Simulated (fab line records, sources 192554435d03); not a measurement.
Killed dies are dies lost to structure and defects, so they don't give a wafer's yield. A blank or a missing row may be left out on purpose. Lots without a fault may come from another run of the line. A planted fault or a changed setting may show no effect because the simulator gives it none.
fab line records | flow n5_finfet
record lots=6 wafers=18 last_day=17
route steps=1938 shown MOL_CONTACT_COAG@604 BEOL_M4@1111 PASSIVATION@1936
lots that met no fault: from a run of the same line without faults
start_h: hours from the record's first day to the start of the lot's first wafer shown | wait_h: hours since the lot's step before | " the same as in the row above | L1.1+2: a row that stands for several wafers | - no value, or no start given | * or withheld: withheld | < > ~ a bound
route shown NAME@n: a module of which the file shows steps, and the number in the route of the first | usual: mean/standard deviation of fault-free wafers | same: alike in all rows | chamber/n: place in a boat | sites: the reading at each site | _std_site: their standard deviation | _edge_site: outer sites' mean less inner sites' | radius_mm: how far each site lies from the wafer's centre | mask NAME#n: copy n | behind: the tool/chamber that last shaped the wafer | hold: why the lot was held/for how many hours/how that ended | device: the transistor (n, p or np) that didn't switch | end of line: the same wafers' tests at the end of the route | a step without rows: its recipe alone | killed: dies lost to structure and defects at the first sort, not the wafer's yield | map: a wafer's dies, x killed, . not, _ none there
set.NAME: the setting as run; set.NAME@STEP: as run at that earlier step | model.NAME: the simulator's own value behind a step, which no gauge read
lots at some steps of the route; a table a step, a row a wafer
services: from which hour (start_h, from the record's first day; less than 0 if before it) a tool's chamber was out of use, for how many hours, and why
## steps
# step N5_MOL_CONTACT_COAG_INSPECT_42
# recipe mode=adi inspect_instrument=brightfield
# usual raw_defect_count=220/57
# columns lot.wafer tool chamber start_h wait_h raw_defect_count
L633.1 defect_inspect-01 - 105.48 0.1 197
L633.3 " - " " 253
L633.4 " - " " 163
L636.2 defect_inspect-01 - 121.95 0.0 233
L636.3 " - " " 189
L636.6 " - " " 237
L643.3 defect_inspect-02 - 164.83 0.0 132
L643.4 " - " " 180
L643.6 " - " " 131
L644.1 defect_inspect-02 - 174.67 0.1 242
L644.2 " - " " 238
L644.6 " - " " 236
L652.1 defect_inspect-01 - 214.18 0.1 215
L652.4 " - " " 194
L652.6 " - " " 223
L656.4 defect_inspect-01 - 240.14 0.0 242
L656.5 " - " " 179
L656.6 " - " " 269
# step N5_MOL_CONTACT_COAG_DESCUM_45
# recipe chemistry=O2 time_s=7 source_power_w=50 bias_power_w=20 pressure_mtorr=20 rf_frequency_hz=2.712e+07 temp_c=40 resist=CAR-EUV o2_flow_sccm=225
# step N5_MOL_CONTACT_COAG_ETCH_65
# recipe chemistry=N2/H2 target=underlayer target_depth_a=130 mask_material=CAR-EUV time_s=10.4 ion_energy_ev=200 pressure_mtorr=30 source_w=840 bias_w=150 n2_flow_sccm=200 h2_flow_sccm=200 ends=cleared
# usual chamber_pressure_mTorr=30.00/0.03 drypump_motor_current_A=5.6/0.39 etch_rf_on_time_s=10.29/0.24 oes_product_au=0.69/0.087 rf_vpp_V=523.5/1.9 showerhead_plenum_p_Torr=2.52/0.059 throttle_valve_pct=17.7/0.31
# columns lot.wafer tool chamber start_h wait_h chamber_pressure_mTorr drypump_motor_current_A etch_rf_on_time_s oes_product_au rf_hours_counter_h rf_vpp_V showerhead_plenum_p_Torr throttle_valve_pct
L633.1 rie_diel-04 2 105.76 0.0 29.99 5.5 10.08 0.75 32 522.5 2.47 17.3
L633.3 " 0 " " 29.95 6.0 10.15 0.63 205 523.1 2.49 17.6
L633.4 " 0 " " 29.99 6.1 10.23 0.63 - 523.0 2.49 17.6
L636.2 rie_diel-03 0 122.36 0.0 29.97 6.4 10.36 0.63 164 525.0 2.52 17.8
L636.3 " 3 " " 29.99 5.4 10.36 0.60 210 522.7 2.53 18.3
L636.6 " 0 " " 29.98 6.4 10.29 0.63 - 523.5 2.52 17.8
L643.3 rie_diel-04 2 164.89 0.0 29.97 5.5 10.25 0.71 53 522.9 2.46 17.3
L643.4 " 1 " " 29.97 5.4 10.18 0.77 21 523.4 2.49 17.8
L643.6 " 3 " " 29.98 4.9 10.81 0.65 - 519.6 2.46 18.0
L644.1 rie_diel-04 1 174.74 0.0 29.98 5.4 10.11 0.77 25 521.5 2.49 17.8
L644.2 " 2 " " 30.05 5.5 10.21 0.71 57 521.7 2.46 17.3
L644.6 " 0 " " 30.00 6.1 10.18 0.62 - 522.4 2.48 17.7
L652.1 rie_diel-01 1 214.25 0.0 30.04 5.8 10.17 0.71 72 524.9 2.57 17.3
L652.4 " 3 " " 29.99 5.3 10.47 0.59 198 525.4 2.62 17.8
L652.6 " 3 " " 30.01 5.3 10.44 0.60 - 526.6 2.62 17.8
L656.4 rie_diel-03 1 240.21 0.0 30.02 5.1 10.06 0.76 - 524.2 2.58 17.7
L656.5 " 0 " " 30.00 6.4 10.70 0.60 - 520.9 2.51 17.9
L656.6 " 2 " " 30.01 5.6 10.36 0.75 - 524.7 2.58 17.4
# step N5_MOL_CONTACT_COAG_ETCH_66
# recipe chemistry=CF4 target=SiARC target_depth_a=130 mask_material=CAR-EUV time_s=21.7 ion_energy_ev=80 pressure_mtorr=40 source_w=545 bias_w=36 Ar_flow_sccm=100 cf4_flow_sccm=100 ends=cleared
# step N5_MOL_CONTACT_COAG_ALD_133
# recipe material=SiO2 target_thk_a=50 temp_c=100 ald_precursor_family=BDEAS ald_co_reactant=O2-plasma pulse_time_s=1 co_reactant_pulse_time_s=1 purge_time_s=2 co_reactant_purge_time_s=2 ald_cycles=35 pressure_torr=2
# step N5_MOL_CONTACT_COAG_ETCHBACK_134
# recipe chemistry=CHF3 target=SiO2 target_depth_a=100 time_s=6.7 ion_energy_ev=200 pressure_mtorr=30 source_w=610 bias_w=170 Ar_flow_sccm=200 CHF3_flow_sccm=50
# usual chamber_pressure_mTorr=29.999/0.026 drypump_motor_current_A=5.6/0.41 oes_product_au=0.79/0.095 rf_vpp_V=517/11 showerhead_plenum_p_Torr=2.36/0.056 throttle_valve_pct=18.6/0.31
# columns lot.wafer tool chamber start_h wait_h chamber_pressure_mTorr drypump_motor_current_A oes_product_au rf_hours_counter_h rf_vpp_V showerhead_plenum_p_Torr throttle_valve_pct
L633.1 rie_diel-01 1 106.07 0.1 30.026 5.8 0.88 33 512 2.44 18.2
L633.3 " 0 " " 30.018 5.8 0.75 188 528 2.26 18.6
L633.4 " 2 " " 29.963 5.9 0.68 243 501 2.37 18.9
L636.2 rie_diel-03 2 122.64 0.1 30.001 5.7 0.97 9 531 2.41 18.1
L636.3 " 3 " " 30.009 5.4 0.69 210 515 2.34 19.0
L636.6 " 2 " " 29.965 5.7 0.96 - 532 2.41 18.0
L643.3 rie_diel-03 1 165.18 0.1 30.029 5.1 0.94 8 496 2.43 18.6
L643.4 " 2 " " 29.952 5.7 0.92 25 532 2.40 18.1
L643.6 " 3 " " 29.989 5.4 0.69 - 515 2.33 19.0
L644.1 rie_diel-03 3 175.09 0.1 30.006 5.4 0.68 231 516 2.33 19.0
L644.2 " 2 " " 30.020 5.7 0.91 29 531 2.40 18.1
L644.6 " 2 " " 29.976 5.7 0.91 - 531 2.40 18.1
L652.1 rie_diel-04 0 214.66 0.2 30.036 6.0 0.71 244 528 2.34 18.8
L652.4 " 3 " " 30.015 4.9 0.75 178 509 2.28 18.8
L652.6 " 1 " " 30.018 5.4 0.88 - 524 2.31 18.6
L656.4 rie_diel-04 2 240.71 0.3 29.998 5.5 0.80 - 523 2.30 18.4
L656.5 " 1 " " 29.990 5.4 0.85 - 524 2.31 18.6
L656.6 " 0 " " 30.023 6.1 0.70 - 529 2.33 18.8
# step N5_MOL_CONTACT_COAG_ETCH_67
# recipe chemistry=N2/H2 target=SOC target_depth_a=600 overetch_a=210 mask_material=SiARC temp_c=40 time_s=101.2 ion_energy_ev=200 pressure_mtorr=30 source_w=840 bias_w=150 n2_flow_sccm=200 h2_flow_sccm=200
# usual chamber_pressure_mTorr=30.001/0.027 drypump_motor_current_A=5.6/0.41 oes_product_au=0.66/0.075 rf_vpp_V=523.4/1.8 showerhead_plenum_p_Torr=2.52/0.058 throttle_valve_pct=17.7/0.33
# columns lot.wafer tool chamber start_h wait_h chamber_pressure_mTorr drypump_motor_current_A oes_product_au rf_hours_counter_h rf_vpp_V showerhead_plenum_p_Torr throttle_valve_pct
L633.1 rie_diel-01 1 106.11 0.0 30.011 5.8 0.73 33 526.2 2.59 17.2
L633.3 " 0 " " 29.978 5.7 0.61 188 520.5 2.42 17.7
L633.4 " 2 " " 29.974 5.9 0.56 243 522.1 2.52 18.0
L636.2 rie_diel-03 2 122.68 0.0 30.010 5.6 0.80 9 525.8 2.60 17.3
L636.3 " 3 " " 29.993 5.4 0.59 210 524.1 2.53 18.3
L636.6 " 2 " " 29.973 5.6 0.80 - 525.1 2.60 17.2
L643.3 rie_diel-03 1 165.21 0.0 30.007 5.1 0.77 8 526.2 2.59 17.7
L643.4 " 2 " " 30.021 5.6 0.77 25 524.9 2.60 17.3
L643.6 " 3 " " 29.963 5.4 0.58 - 522.3 2.52 18.3
L644.1 rie_diel-03 3 175.13 0.0 30.010 5.4 0.58 231 522.9 2.52 18.3
L644.2 " 2 " " 29.985 5.6 0.76 29 524.2 2.59 17.3
L644.6 " 2 " " 30.006 5.6 0.76 - 524.8 2.59 17.3
L652.1 rie_diel-04 0 214.70 0.0 29.999 6.1 0.59 244 523.1 2.47 17.7
L652.4 " 3 " " 30.015 4.9 0.63 178 519.9 2.45 18.0
L652.6 " 1 " " 30.059 5.4 0.73 - 522.6 2.48 17.8
L656.4 rie_diel-04 2 240.77 0.0 29.921 5.5 0.66 - 522.2 2.45 17.3
L656.5 " 1 " " 29.999 5.4 0.72 - 522.1 2.48 17.8
L656.6 " 0 " " 29.996 6.1 0.59 - 521.6 2.47 17.7
# step N5_MOL_CONTACT_COAG_STRIP_68
# recipe chemistry=N2/H2 temp_c=40 n2_flow_sccm=200 h2_flow_sccm=200 rf_frequency_hz=6e+07
# step N5_MOL_CONTACT_COAG_STRIP_69
# recipe chemistry=N2/H2 temp_c=40 n2_flow_sccm=200 h2_flow_sccm=200 rf_frequency_hz=6e+07
# step N5_MOL_CONTACT_COAG_ETCHBACK_136
# recipe chemistry=CHF3 target=SiO2 target_depth_a=250 time_s=16.7 ion_energy_ev=200 pressure_mtorr=30 source_w=610 bias_w=170 Ar_flow_sccm=200 CHF3_flow_sccm=50
# step N5_MOL_CONTACT_COAG_STRIP_120
# recipe chemistry=CHF3 resist=SiARC rf_frequency_hz=6e+07
# step N5_MOL_CONTACT_COAG_VIA_ETCH_117
# recipe chemistry=C4F6/O2 target_depth_a=400 overetch_a=80 mask_material=SOC target=SiO2 bias_w=455 pressure_mtorr=10 time_s=26 source_w=325 Ar_flow_sccm=300 C4F6_flow_sccm=10 O2_flow_sccm=10 ion_energy_ev=575.3 ends=end_point
# usual chamber_pressure_mTorr=10.000/0.0091 drypump_motor_current_A=5.6/0.41 oes_product_au=0.71/0.077 rf_vpp_V=1566/32 showerhead_plenum_p_Torr=2.82/0.069 throttle_valve_pct=40.6/0.38
# columns lot.wafer tool chamber start_h wait_h chamber_pressure_mTorr drypump_motor_current_A oes_product_au rf_hours_counter_h rf_vpp_V showerhead_plenum_p_Torr throttle_valve_pct
L633.1 rie_diel-01 1 106.23 0.0 10.016 5.7 0.77 33 1553 2.91 41.3
L633.3 " 0 " " 9.988 5.7 0.65 188 1600 2.70 40.2
L633.4 " 2 " " 9.986 5.9 0.60 243 1523 2.84 41.1
L636.2 rie_diel-03 2 122.80 0.0 9.994 5.7 0.84 9 1611 2.88 40.2
L636.3 " 3 " " 10.002 5.4 0.64 210 1565 2.79 40.5
L636.6 " 2 " " 9.983 5.6 0.84 - 1611 2.88 40.2
L643.3 rie_diel-03 1 165.34 0.0 9.981 5.1 0.81 8 1501 2.90 41.0
L643.4 " 2 " " 10.007 5.6 0.82 25 1611 2.87 40.2
L643.6 " 3 " " 10.003 5.4 0.63 - 1561 2.78 40.5
L644.1 rie_diel-03 3 175.25 0.0 10.008 5.4 0.62 231 1562 2.78 40.5
L644.2 " 2 " " 9.999 5.6 0.80 29 1610 2.87 40.2
L644.6 " 2 " " 10.001 5.6 0.81 - 1609 2.87 40.2
L652.1 rie_diel-04 0 214.82 0.0 9.998 6.1 0.63 244 1595 2.78 40.0
L652.4 " 3 " " 10.007 4.9 0.69 178 1539 2.72 40.8
L652.6 " 1 " " 9.997 5.4 0.76 - 1583 2.75 40.5
L656.4 rie_diel-04 2 240.87 0.0 10.002 5.5 0.71 - 1584 2.75 40.4
L656.5 " 1 " " 10.008 5.4 0.76 - 1582 2.75 40.5
L656.6 " 0 " " 9.996 6.1 0.63 - 1594 2.77 40.0
# step N5_MOL_CONTACT_COAG_ETCH_124
# recipe chemistry=CH3F/O2 target=SiNx target_depth_a=65 mask_material=SOC stop_on=SiOC over_etch_frac=0.3 ion_energy_ev=120 pressure_mtorr=30 source_w=395 bias_w=73 Ar_flow_sccm=150 CH3F_flow_sccm=30 O2_flow_sccm=20 ends=end_point
# usual chamber_pressure_mTorr=29.998/0.026 drypump_motor_current_A=5.6/0.41 oes_product_au=0.67/0.076 rf_vpp_V=293/6.4 showerhead_plenum_p_Torr=1.98/0.05 throttle_valve_pct=16.2/0.31
# columns lot.wafer tool chamber start_h wait_h chamber_pressure_mTorr drypump_motor_current_A oes_product_au rf_hours_counter_h rf_vpp_V showerhead_plenum_p_Torr throttle_valve_pct model.SOC_of_MOL_CONTACT_COAG_COAT_62.thk_nm
L633.1 rie_diel-01 1 106.26 0.0 29.983 5.7 0.74 33 290 2.05 15.8 48
L633.3 " 0 " " 30.008 5.8 0.63 188 300 1.89 16.3 48
L633.4 " 2 " " 30.022 5.9 0.57 243 284 1.99 16.5 48.2
L636.2 rie_diel-03 2 122.83 0.0 30.019 5.6 0.80 9 302 2.03 15.7 48
L636.3 " 3 " " 29.968 5.4 0.60 210 293 1.96 16.7 48.6
L636.6 " 2 " " 30.026 5.6 0.81 - 303 2.03 15.7 48
L643.3 rie_diel-03 1 165.37 0.0 30.039 5.1 0.79 8 281 2.05 16.2 47
L643.4 " 2 " " 29.954 5.6 0.78 25 303 2.02 15.7 48.4
L643.6 " 3 " " 29.986 5.4 0.60 - 293 1.96 16.7 48.6
L644.1 rie_diel-03 3 175.28 0.0 29.975 5.4 0.59 231 292 1.96 16.7 47.4
L644.2 " 2 " " 29.973 5.6 0.77 29 302 2.02 15.7 47.4
L644.6 " 2 " " 30.031 5.6 0.77 - 300 2.02 15.7 48.6
L652.1 rie_diel-04 0 214.85 0.0 30.054 6.1 0.61 244 299 1.95 16.4 48.2
L652.4 " 3 " " 30.001 4.9 0.65 178 286 1.91 16.4 48.8
L652.6 " 1 " " 30.022 5.4 0.74 - 296 1.94 16.2 48
L656.4 rie_diel-04 2 240.90 0.0 29.978 5.5 0.68 - 297 1.93 16.0 48.4
L656.5 " 1 " " 30.037 5.4 0.73 - 297 1.94 16.2 48.6
L656.6 " 0 " " 30.013 6.0 0.59 - 297 1.95 16.4 48.6
# step N5_MOL_CONTACT_COAG_ETCH_48
# recipe chemistry=C4F6/O2 target_depth_a=150 overetch_a=45 mask_material=SOC target=SiOC bias_w=465 pressure_mtorr=10 time_s=17 source_w=335 Ar_flow_sccm=300 C4F6_flow_sccm=10 O2_flow_sccm=10 ion_energy_ev=576
# usual chamber_pressure_mTorr=10.000/0.0084 drypump_motor_current_A=5.6/0.41 oes_product_au=0.67/0.08 rf_vpp_V=1569/32 showerhead_plenum_p_Torr=2.82/0.069 throttle_valve_pct=40.2/0.37
# columns lot.wafer tool chamber start_h wait_h chamber_pressure_mTorr drypump_motor_current_A oes_product_au rf_hours_counter_h rf_vpp_V showerhead_plenum_p_Torr throttle_valve_pct model.SOC_of_MOL_CONTACT_COAG_COAT_62.thk_nm
L633.1 rie_diel-01 1 106.30 0.0 9.994 5.8 0.80 33 1554 2.91 40.8 45.4
L633.3 " 0 " " 10.005 5.8 0.66 188 1601 2.70 39.8 45.2
L633.4 " 2 " " 10.014 5.9 0.58 243 1524 2.84 40.6 45.4
L636.2 rie_diel-03 2 122.87 0.0 10.022 5.6 0.80 9 1612 2.88 39.7 45.4
L636.3 " 3 " " 10.011 5.4 0.58 210 1565 2.79 40.0 46
L636.6 " 2 " " 10.010 5.6 0.86 - 1611 2.88 39.8 45.4
L643.3 rie_diel-03 1 165.41 0.0 9.999 5.1 0.77 8 1504 2.90 40.5 44.4
L643.4 " 2 " " 9.991 5.7 0.73 25 1611 2.87 39.7 45.8
L643.6 " 3 " " 9.995 5.4 0.60 - 1565 2.78 40.1 46
L644.1 rie_diel-03 3 175.32 0.0 10.004 5.4 0.57 231 1565 2.78 40.1 44.8
L644.2 " 2 " " 10.001 5.6 0.79 29 1614 2.87 39.8 44.8
L644.6 " 2 " " 10.017 5.7 0.70 - 1611 2.87 39.7 46
L652.1 rie_diel-04 0 214.89 0.0 10.008 6.0 0.59 244 1598 2.78 39.6 45.6
L652.4 " 3 " " 9.997 4.9 0.65 178 1543 2.72 40.3 46.2
L652.6 " 1 " " 10.001 5.4 0.69 - 1584 2.75 40.1 45.4
L656.4 rie_diel-04 2 240.95 0.0 10.000 5.5 0.64 - 1587 2.75 39.9 45.8
L656.5 " 1 " " 9.997 5.4 0.68 - 1583 2.75 40.1 45.8
L656.6 " 0 " " 9.988 6.0 0.63 - 1597 2.77 39.6 46
# step N5_MOL_CONTACT_COAG_STRIP_72
# recipe chemistry=N2/H2 power_w=450 temp_c=40 pressure_mtorr=20 rf_frequency_hz=6e+07 overash_fraction=3 bias_power_w=7 h2_frac=0.5 n2_flow_sccm=200 h2_flow_sccm=200
# usual chamber_pressure_mTorr=20.00/0.041 drypump_motor_current_A=5.6/0.41 oes_product_au=0.79/0.098 power_w=450.1/1.3 rf_vpp_V=59.2/1.8 showerhead_plenum_p_Torr=2.52/0.058 throttle_valve_pct=23.4/0.35
# columns lot.wafer tool chamber start_h wait_h chamber_pressure_mTorr drypump_motor_current_A oes_product_au power_w rf_hours_counter_h rf_vpp_V showerhead_plenum_p_Torr throttle_valve_pct
L633.1 rie_diel-01 1 106.35 0.0 19.98 5.7 0.89 452.5 33 58.7 2.58 23.0
L633.3 " 0 " " 20.06 5.8 0.73 450.7 188 59.5 2.41 23.2
L633.4 " 2 " " 20.05 5.9 0.67 449.9 243 56.2 2.51 23.6
L636.2 rie_diel-03 2 122.92 0.0 20.03 5.6 0.97 451.4 9 60.2 2.60 23.0
L636.3 " 3 " " 20.07 5.5 0.69 449.3 210 57.7 2.52 23.9
L636.6 " 2 " " 19.93 5.6 0.98 449.7 - 61.2 2.60 23.1
L643.3 rie_diel-03 1 165.46 0.0 19.96 5.1 0.93 449.9 8 58.9 2.58 23.6
L643.4 " 2 " " 20.00 5.6 0.93 449.5 25 57.6 2.59 23.1
L643.6 " 3 " " 19.95 5.4 0.69 450.3 - 60.4 2.52 24.0
L644.1 rie_diel-03 3 175.37 0.0 20.06 5.4 0.67 446.5 231 59.2 2.52 24.0
L644.2 " 2 " " 19.97 5.7 0.92 447.1 29 58.9 2.59 23.1
L644.6 " 2 " " 19.96 5.6 0.92 448.2 - 55.9 2.59 23.0
L652.1 rie_diel-04 0 214.94 0.0 20.02 6.1 0.70 450.4 244 63.7 2.47 23.1
L652.4 " 3 " " 20.00 4.9 0.75 451.2 178 57.8 2.44 23.7
L652.6 " 1 " " 19.94 5.4 0.88 449.4 - 58.1 2.48 23.7
L656.4 rie_diel-04 2 241.01 0.0 19.99 5.5 0.82 449.0 - 60.1 2.44 22.9
L656.5 " 1 " " 20.04 5.4 0.86 450.2 - 61.8 2.47 23.7
L656.6 " 0 " " 20.04 6.1 0.70 448.3 - 57.0 2.46 23.1
# step N5_BEOL_M4_RC_MEAS_101
# usual DIBL_N=36.2/2 DIBL_P=36.1/2.4 IOFF_N=0.16/0.035 IOFF_P=0.22/0.041 ION_N=675/14 ION_P=465/8.6 SS_N=71.5/0.64 SS_P=73.2/0.76 VT_N=250/3.9 VT_P=-249/3.4
# columns lot.wafer tool chamber start_h wait_h DIBL_N[mV/V] DIBL_P[mV/V] IOFF_N[nA/um] IOFF_P[nA/um] ION_N[uA/um] ION_P[uA/um] SS_N[mV/dec] SS_P[mV/dec] VT_N[mV] VT_P[mV]
L633.1 prober-02 0 174.89 0.0 37.8 35.9 0.18 0.20 681 456 71.7 73.5 249 -251
L633.3 " 0 " " 38.3 37.9 0.21 0.25 699 473 72.1 73.6 246 -247
L633.4 " 0 " " 35.1 33.2 0.14 0.17 670 455 70.4 73.0 250 -252
L636.2 prober-02 0 196.23 0.2 34.4 33.5 0.13 0.19 662 459 71.5 73.2 250 -250
L636.3 " 0 " " 37.3 36.8 0.20 0.25 694 477 71.6 74.1 246 -248
L636.6 " 0 " " 33.8 32.4 0.13 0.18 679 469 70.0 72.2 248 -252
L643.3 prober-02 0 227.29 0.3 39.9 40.1 0.22 0.27 695 472 72.5 74.0 243 -245
L643.4 " 0 " " 35.2 33.3 0.12 0.15 671 460 71.5 73.3 252 -253
L643.6 " 0 " " 36.2 35.1 0.15 0.18 688 465 71.3 72.9 247 -252
L644.1 prober-01 0 245.24 0.0 35.3 34.6 0.15 0.24 669 468 71.6 73.5 250 -244
L644.2 " 0 " " 31.1 30.1 0.09 0.16 640 459 70.2 71.3 258 -252
L644.6 " 0 " " 30.4 30.0 0.09 0.17 654 464 70.2 71.8 257 -251
L652.1 prober-02 0 293.08 0.0 37.7 38.8 0.20 0.26 680 471 71.8 73.9 249 -249
L652.4 " 0 " " 38.1 37.5 0.18 0.22 685 469 72.8 73.9 251 -250
L652.6 " 0 " " 34.9 35.0 0.14 0.18 665 457 71.4 73.3 254 -252
L656.4 prober-01 0 315.28 0.5 33.0 33.1 0.11 0.15 665 453 70.3 72.6 258 -256
L656.5 " 0 " " 33.5 33.3 0.12 0.15 671 453 70.7 72.2 255 -256
L656.6 " 0 " " 34.9 34.8 0.13 0.17 675 459 71.2 73.0 254 -254
# step N5_PASSIVATION_PROBE_49
# usual defect_limited_yield=91.1/1.4 killed_at_M0_to_M3=36/9.9 killed_at_M4_up=13/5.8 killed_at_contacts=14/5.9 killed_at_front_end=39/11 killed_at_other=3.4/2.9 killed_dies=105/17 killed_open=70/13 killed_short=34/7.3 sort_bin_5_function=5.3/1 sort_bin_6_memory=3.3/0.62 sort_bin_8_speed=0.01/0.057 sort_n_pass=1075/17 sort_yield_pct=91.1/1.4
# same gross_dies=1180 killed_at_back_side=0 sort_bin_4_leakage[%]=0
# columns lot.wafer tool chamber start_h wait_h defect_limited_yield[%] killed_at_M0_to_M3 killed_at_M4_up killed_at_contacts killed_at_front_end killed_at_other killed_dies killed_open killed_short sort_bin_5_function[%] sort_bin_6_memory[%] sort_bin_8_speed[%] sort_n_pass sort_yield_pct[%]
L633.1 prober-02 - 292.01 0.0 90.7 31 22 11 43 3 110 75 35 5.5 3.6 0 1070 90.7
L633.3 prober-02 - 292.11 0.1 91.6 23 21 9 43 3 99 69 28 4.3 4.0 0 1081 91.6
L633.4 prober-02 - 292.16 0.2 89.7 46 15 16 44 1 122 75 39 5.3 4.1 0 1058 89.7
L636.2 prober-01 - 297.37 0.1 89.9 33 13 19 51 3 119 81 38 5.8 3.7 0 1061 89.9
L636.3 prober-01 - 297.42 0.1 91.2 34 9 12 44 5 104 70 34 5.3 3.4 0 1076 91.2
L636.6 prober-01 - 297.57 0.3 91.0 48 5 12 40 1 106 70 36 5.6 3.4 0 1074 91.0
L643.3 prober-02 - 333.66 0.5 92.8 45 6 10 23 1 85 54 30 3.9 3.2 0 1095 92.8
L643.4 prober-02 - 333.71 0.5 92.2 33 21 14 23 1 92 63 29 4.8 2.6 0 1088 92.2
L652.1 prober-01 - 399.38 0.0 88.6 52 20 16 47 0 135 91 41 7.3 3.5 0 1045 88.6
L652.4 prober-01 - 399.53 0.2 87.5 55 20 9 45 19 148 89 49 6.5 4.9 0 1032 87.5
L652.6 prober-01 - 399.63 0.3 89.9 31 19 25 40 4 119 87 31 6.5 3.2 0 1061 89.9
# killed by level:class
L633.1 FIN_SAQP:geometric_particle:open=14 BEOL_M0_SAQP:geometric_particle:open=10 FIN_SAQP:geometric_particle:short=9 BEOL_M4:geometric_particle:open=9 BEOL_M3:geometric_particle:open=9 BEOL_M0_SAQP:geometric_particle:short=8 MOL_CONTACT_COAG:geometric_particle:open=7 GATE_CUT:geometric_particle:short=5
L633.3 FIN_SAQP:geometric_particle:open=10 BEOL_M0_SAQP:geometric_particle:open=10 MOL_CONTACT_COAG:geometric_particle:open=8 BEOL_M0_SAQP:geometric_particle:short=7 DUMMY_GATE:geometric_particle:open=6 STI_FIN_REVEAL:geometric_particle:open=5 BEOL_M3:geometric_particle:open=5 BEOL_M4:geometric_particle:open=5
L633.4 BEOL_M0_SAQP:geometric_particle:open=18 MOL_CONTACT_COAG:geometric_particle:open=15 BEOL_M0_SAQP:geometric_particle:short=13 BEOL_M4:geometric_particle:open=8 HKMG_FIN:area_etch=7 FIN_SAQP:geometric_particle:short=6 STI_FIN_REVEAL:geometric_particle:open=5 BEOL_M3:geometric_particle:open=5
L636.2 MOL_CONTACT_COAG:geometric_particle:open=16 STI_FIN_REVEAL:geometric_particle:open=10 DUMMY_GATE:geometric_particle:open=7 BEOL_M2:geometric_particle:open=7 BEOL_M1:geometric_particle:open=7 FIN_SAQP:geometric_particle:short=6 BEOL_M0_SAQP:geometric_particle:open=5 BEOL_M1:geometric_particle:short=5
L636.3 STI_FIN_REVEAL:geometric_particle:open=10 MOL_CONTACT_COAG:geometric_particle:open=10 FIN_SAQP:geometric_particle:open=9 BEOL_M1:geometric_particle:open=7 BEOL_M2:geometric_particle:open=6 DUMMY_GATE:geometric_particle:open=5 GATE_CUT:geometric_particle:short=4 BEOL_M3:geometric_particle:open=4
L636.6 BEOL_M0_SAQP:geometric_particle:open=12 BEOL_M1:geometric_particle:open=12 BEOL_M0_SAQP:geometric_particle:short=9 FIN_SAQP:geometric_particle:short=8 STI_FIN_REVEAL:geometric_particle:open=8 MOL_CONTACT_COAG:geometric_particle:open=8 BEOL_M3:geometric_particle:open=7 FIN_SAQP:geometric_particle:open=4
L643.3 BEOL_M0_SAQP:geometric_particle:short=9 MOL_CONTACT_COAG:geometric_particle:open=8 BEOL_M0_SAQP:geometric_particle:open=7 BEOL_M2:geometric_particle:open=7 BEOL_M3:geometric_particle:open=7 BEOL_M0:geometric_particle:open=6 FIN_SAQP:geometric_particle:short=5 BEOL_M1:geometric_particle:open=4
L643.4 MOL_CONTACT_COAG:geometric_particle:open=11 BEOL_M4:geometric_particle:open=11 BEOL_M0_SAQP:geometric_particle:open=8 BEOL_M2:geometric_particle:open=6 DUMMY_GATE:geometric_particle:open=5 GATE_CUT:geometric_particle:short=5 BEOL_M0:geometric_particle:open=5 BEOL_M3:geometric_particle:open=5
L652.1 BEOL_M2:geometric_particle:open=17 FIN_SAQP:geometric_particle:open=15 BEOL_M4:geometric_particle:open=14 MOL_CONTACT_COAG:geometric_particle:open=12 BEOL_M2:geometric_particle:short=10 FIN_SAQP:geometric_particle:short=9 BEOL_M3:geometric_particle:open=8 BEOL_M0_SAQP:geometric_particle:short=6
L652.4 BEOL_M2:geometric_particle:open=17 BEOL_M4:geometric_particle:open=13 HKMG_FIN:area_etch=9 BEOL_M0_SAQP:geometric_particle:open=8 FIN_SAQP:geometric_particle:open=7 FIN_SAQP:geometric_particle:short=7 STI_FIN_REVEAL:geometric_particle:open=7 BEOL_M0_SAQP:geometric_particle:short=7
L652.6 MOL_CONTACT_COAG:geometric_particle:open=17 FIN_SAQP:geometric_particle:open=15 BEOL_M2:geometric_particle:open=10 DUMMY_GATE:geometric_particle:open=8 MOL_CONTACT_COAG:geometric_particle:short=8 BEOL_M4:geometric_particle:open=7 BEOL_M2:geometric_particle:short=6 BEOL_M0_SAQP:geometric_particle:open=5
## services
# columns tool chamber start_h hours kind
rie_diel-04 1 87.21 - clean
rie_diel-04 1 87.21 - consumable_replace:focus_ring
rie_diel-04 1 87.21 17.0 scheduled_down
rie_diel-04 1 87.21 17.0 vent_cycle
rie_diel-01 3 88.38 7.8 repair
rie_diel-04 3 90.75 21.3 repair
rie_diel-03 1 119.26 - clean
rie_diel-03 1 119.26 - consumable_replace:focus_ring
rie_diel-03 1 119.26 19.8 scheduled_down
rie_diel-03 1 119.26 19.8 vent_cycle
rie_diel-01 2 131.19 - clean
rie_diel-01 2 131.19 - consumable_replace:esc
rie_diel-01 2 131.19 - consumable_replace:focus_ring
rie_diel-01 2 131.19 22.0 scheduled_down
rie_diel-01 2 131.19 22.0 vent_cycle
rie_diel-01 0 134.94 7.9 repair
rie_diel-03 1 188.21 2.4 repair
rie_diel-01 1 202.82 3.8 repair
rie_diel-04 3 218.89 32.8 repair
rie_diel-03 3 234.65 - clean
rie_diel-03 3 234.65 - consumable_replace:focus_ring
rie_diel-03 3 234.65 20.9 scheduled_down
rie_diel-03 3 234.65 20.9 vent_cycle
rie_diel-01 - 236.60 0.2 repair
## key
first_sign none at tools or gauges
model_effect step=N5_MOL_CONTACT_COAG_ETCH_124 value=SOC_of_MOL_CONTACT_COAG_COAT_62.thk_nm without=48.47 struck=47.27
model_effect step=N5_MOL_CONTACT_COAG_ETCH_48 value=SOC_of_MOL_CONTACT_COAG_COAT_62.thk_nm without=45.87 struck=44.67
met_at N5_MOL_CONTACT_COAG_ETCH_124
struck_wafers L643.3,L644.1,L644.2
onset_between 122.83 165.37
fault kind=process_parameter_drift tool=rie_diel-03 chamber=- onset_h=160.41 steps=N5_MOL_CONTACT_COAG_ETCH_124 channel=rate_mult offset=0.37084 shape=step end_h=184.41 scope=struck_wafers_only
